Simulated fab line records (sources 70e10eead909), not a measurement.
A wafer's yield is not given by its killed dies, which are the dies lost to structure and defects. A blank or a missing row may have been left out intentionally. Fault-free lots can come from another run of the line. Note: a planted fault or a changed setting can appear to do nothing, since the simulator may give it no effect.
Comparing a struck lot with a sound one | flow nand-harc | 41 out of 1302 route steps
Sound: the wafers L971.2, L971.4, L971.6. Struck: wafers L970.1, L970.3, L970.4. Last of all comes the cause.
For every step that has rows: the tool of each side, followed by ch and its chambers, followed by its first start. Under that, the readings that differ: sound wafers | struck wafers | difference of the means | sigmas: that difference in standard deviations of wafers without a fault.
alike: a reading whose means differ by less than 2 such deviations, as well as words and numbers matching on both sides. not compared: withheld readings; readings where some wafer has no value; bounds like >300 that might hide an equal value; numbers whose values overlap and for which the record gives no deviation.
A row with sigmas, a row that says differs or no value, or rows on one side alone: a step with any of these is where the two part. When numbers do not overlap yet have no deviation, they are printed without sigmas and do not part them. A reading that every wafer of one side lacks parts them only if that side has two wafers or more.

first, 3 steps without rows for these wafers: NHARC_A_CHANNEL_HOLE_D2_STRIP_41 (strips in N2/H2); NHARC_A_CHANNEL_HOLE_D2_STRIP_42 (strips in CF4/CHF3); NHARC_A_CHANNEL_HOLE_D2_STRIP_43 (strips in O2/COS).
NHARC_A_CHANNEL_HOLE_D2_ETCH_44: etches the open film in CF4/O2, target depth 140 nm, overetch 14 nm, time 77 s.
  sound on rie-diel-09 ch 0,1, day 20 22:15; struck on rie-diel-04 ch 0,2,3, day 20 15:12
  reading                     | sound       | struck      | difference | sigmas
  drypump-motor-current-A (A) | 4.9 5.4 4.9 | 5.8 6.6 5.7 | +1.0       | +2
  alike: oes-product-au, rf-fwd-power-W, rf-vpp-V, showerhead-plenum-p-Torr, throttle-valve-pct
  not compared: rf-hours-counter-h
NHARC_A_CHANNEL_HOLE_D2_STRIP_28: strips in O2.
  sound: rie-diel-09 ch 0,2,3; struck: rie-diel-04 ch 0,2,3
  alike: drypump-motor-current-A, oes-product-au, rf-vpp-V, showerhead-plenum-p-Torr, throttle-valve-pct
  not compared: rf-hours-counter-h
then, 2 steps without rows for these wafers: NHARC_A_CHANNEL_HOLE_D2_PRECLEAN_29 (cleans in SC1); NHARC_A_CHANNEL_HOLE_D2_SRD_30.
NHARC_A_CHANNEL_HOLE_D2_CD_MEAS_31:
  struck on cd-sem-03, day 20 16:01; sound on cd-sem-01, day 20 23:03
  reading    | sound          | struck         | difference | sigmas
  cd-nm (nm) | 93.4 90.6 92.0 | 88.5 89.3 88.6 | -3.2       | -2
then, 1 step without rows for these wafers: NHARC_A_CHANNEL_HOLE_D2_XSEM_32.
NHARC_A_CHANNEL_HOLE_D2_INSPECT_40:
  struck on defect-inspect-02, day 20 16:11; sound on defect-inspect-01, day 20 23:14
  alike: raw-defect-count
then, 2 steps without rows for these wafers: NHARC_A_CHANNEL_FILL_D2_PRECLEAN_00 (cleans in SC1); NHARC_A_CHANNEL_FILL_D2_SRD_01.
NHARC_A_CHANNEL_FILL_D2_ALD_02: deposits SiO2, target thk 6 nm, pulse time 10 s, ald cycles 60.
  sound on ald-hk-04 ch 0,3, day 20 23:35; struck on ald-hk-04 ch 0,1,2, day 20 16:23
  no value came back on the struck wafers for ald-cycles, heater-power-outer-w (W), heater-power-w (W), precursor-pulse-height-rel; on the sound wafers ald-cycles reads 60 60 60
then, 3 steps without rows for these wafers: NHARC_A_CHANNEL_FILL_D2_ALD_03 (deposits SiNx, target thk 6 nm, pulse time 60 s, ald cycles 58); NHARC_A_CHANNEL_FILL_D2_ALD_14 (deposits SiO2, target thk 2.5 nm, pulse time 10 s, ald cycles 25); NHARC_A_CHANNEL_FILL_D2_ALD_15 (deposits SiNx, target thk 2 nm, pulse time 60 s, ald cycles 19).
NHARC_A_CHANNEL_FILL_D2_ALD_16: deposits SiO2, target thk 1.5 nm, pulse time 10 s, ald cycles 15.
  sound on ald-hk-02 ch 0,2,3, day 21 11:56; struck on ald-hk-02 ch 0,1,3, day 21 04:32
  alike: heater-power-outer-w, heater-power-w, precursor-pulse-height-rel
then, 15 steps without rows for these wafers: NHARC_A_CHANNEL_FILL_D2_ANNEAL_17 (time 1800 s); NHARC_A_CHANNEL_FILL_D2_CVD_18 (deposits poly-Si, target thk 3 nm); NHARC_A_CHANNEL_FILL_D2_ETCHBACK_19 (etches the open film in HBr/Cl2, target depth 5 nm, time 1.7 s); NHARC_A_CHANNEL_FILL_D2_ETCHBACK_20 (etches the open film in C4F8/O2/Ar, target depth 27 nm, time 13.5 s); NHARC_A_CHANNEL_FILL_D2_STRIP_28 (strips in O2, time 20 s); NHARC_A_CHANNEL_FILL_D2_PRECLEAN_21 (cleans in dHF, time 30 s); NHARC_A_CHANNEL_FILL_D2_SRD_23; NHARC_A_CHANNEL_FILL_D2_CVD_05 (deposits poly-Si, target thk 5 nm); NHARC_A_CHANNEL_FILL_D2_ANNEAL_22 (time 7200 s); NHARC_A_CHANNEL_FILL_D2_ALD_25 (deposits SiOx, target thk 60 nm, pulse time 10 s, ald cycles 600); NHARC_A_CHANNEL_FILL_D2_ETCHBACK_08 (etches the open film in C4F8, target depth 220 nm, time 110 s); NHARC_A_CHANNEL_FILL_D2_STRIP_29 (strips in O2, time 20 s); NHARC_A_CHANNEL_FILL_D2_PRECLEAN_30 (cleans in dHF, time 30 s); NHARC_A_CHANNEL_FILL_D2_SRD_31; NHARC_A_CHANNEL_FILL_D2_CVD_09 (deposits poly-Si, target thk 150 nm, time 3000 s).
NHARC_A_CHANNEL_FILL_D2_CMP_10: polishes, target thk 150 nm.
  sound on cmp-04 ch 0,3, day 22 23:16; struck on cmp-04 ch 0,2,3, day 22 16:00
  alike: motor-current-A, retaining-ring-pressure-frac, slurry-filter-dp-kPa, time-to-endpoint-s
  not compared: pad-life-wafers
then, 2 steps without rows for these wafers: NHARC_A_CHANNEL_FILL_D2_SRD_12; NHARC_A_CHANNEL_FILL_D2_RTA_24 (time 5 s).
NHARC_A_CHANNEL_FILL_D2_INSPECT_13:
  struck on defect-inspect-02, day 22 16:37; sound on defect-inspect-01, day 22 23:53
  alike: raw-defect-count
NHARC_A_STAIRCASE_DEP_156: deposits SiNx, target thk 50 nm.
  sound on pecvd-03 ch 0,1, day 23 00:04; struck on pecvd-02 ch 0,1,2, day 22 16:43
  alike: heater-power-outer-w, heater-power-w, rf-fwd-power-W
then, 2 steps without rows for these wafers: NHARC_A_STAIRCASE_DEHYDRATE_158 (time 120 s); NHARC_A_STAIRCASE_HMDS_159 (time 30 s).
-- record jumps: 9 days between struck wafers' starts before vs after; left off in module A_STAIRCASE, resumes in module END, first step shown is number 1301 of the route --
NHARC_END_WLT_00:
  struck on prober-01, day 31 16:41; sound on prober-02, day 31 06:44
  reading                           | sound             | struck            | difference | sigmas
  VT_DECK1_BOTTOM                   | 0.859 0.861 0.864 | 6.005 6.027 5.981 | +5.143     | +99 or more
  VT_DECK1_BOTTOM_INNER             | 0.863 0.867 0.869 | 5.925 5.944 6.003 | +5.091     | +99 or more
  VT_DECK1_MEDIAN_NEAR_BOTTOM       | 0.859 0.867 0.861 | 6.069 6.001 5.978 | +5.154     | +99 or more
  VT_DECK1_MEDIAN_NEAR_BOTTOM_INNER | 0.863 0.866 0.869 | 6.033 5.983 6.012 | +5.143     | +99 or more
  VT_DECK1_MIDDLE                   | 0.880 0.878 0.871 | 6.049 6.021 6.003 | +5.148     | +99 or more
  VT_DECK1_MIDDLE_INNER             | 0.881 0.873 0.876 | 5.985 6.011 5.975 | +5.114     | +99 or more
  VT_DECK1_TOP                      | 0.893 0.889 0.887 | 6.050 6.030 5.979 | +5.130     | +99 or more
  VT_DECK1_TOP_INNER                | 0.889 0.891 0.891 | 6.017 6.017 6.062 | +5.142     | +99 or more
  VT_DECK2_BOTTOM                   | 0.875 0.878 0.877 | 6.018 5.956 6.015 | +5.120     | +99 or more
  VT_DECK2_BOTTOM_INNER             | 0.866 0.881 0.880 | 6.027 5.999 5.996 | +5.132     | +99 or more
  VT_DECK2_MEDIAN_NEAR_BOTTOM       | 0.884 0.879 0.879 | 5.969 5.928 6.012 | +5.089     | +99 or more
  VT_DECK2_MEDIAN_NEAR_BOTTOM_INNER | 0.886 0.880 0.881 | 6.029 5.967 5.968 | +5.106     | +99 or more
  VT_DECK2_MIDDLE                   | 0.891 0.888 0.883 | 6.011 6.021 5.935 | +5.102     | +99 or more
  VT_DECK2_MIDDLE_INNER             | 0.889 0.887 0.896 | 6.014 5.995 5.956 | +5.098     | +99 or more
  VT_DECK2_TOP                      | 0.899 0.898 0.894 | 6.015 6.070 6.008 | +5.134     | +99 or more
  VT_DECK2_TOP_INNER                | 0.899 0.902 0.897 | 6.017 6.017 6.008 | +5.115     | +99 or more
  not compared: hold
NHARC_END_SORT_01:
  the record has rows for the sound wafers here (prober-02 ch 0, day 31 10:01) and none for the struck ones

WHERE THEY PART
Last at NHARC_END_SORT_01 as far as this record goes, first at NHARC_A_CHANNEL_HOLE_D2_ETCH_44.

WHY: what had been put in by the simulator
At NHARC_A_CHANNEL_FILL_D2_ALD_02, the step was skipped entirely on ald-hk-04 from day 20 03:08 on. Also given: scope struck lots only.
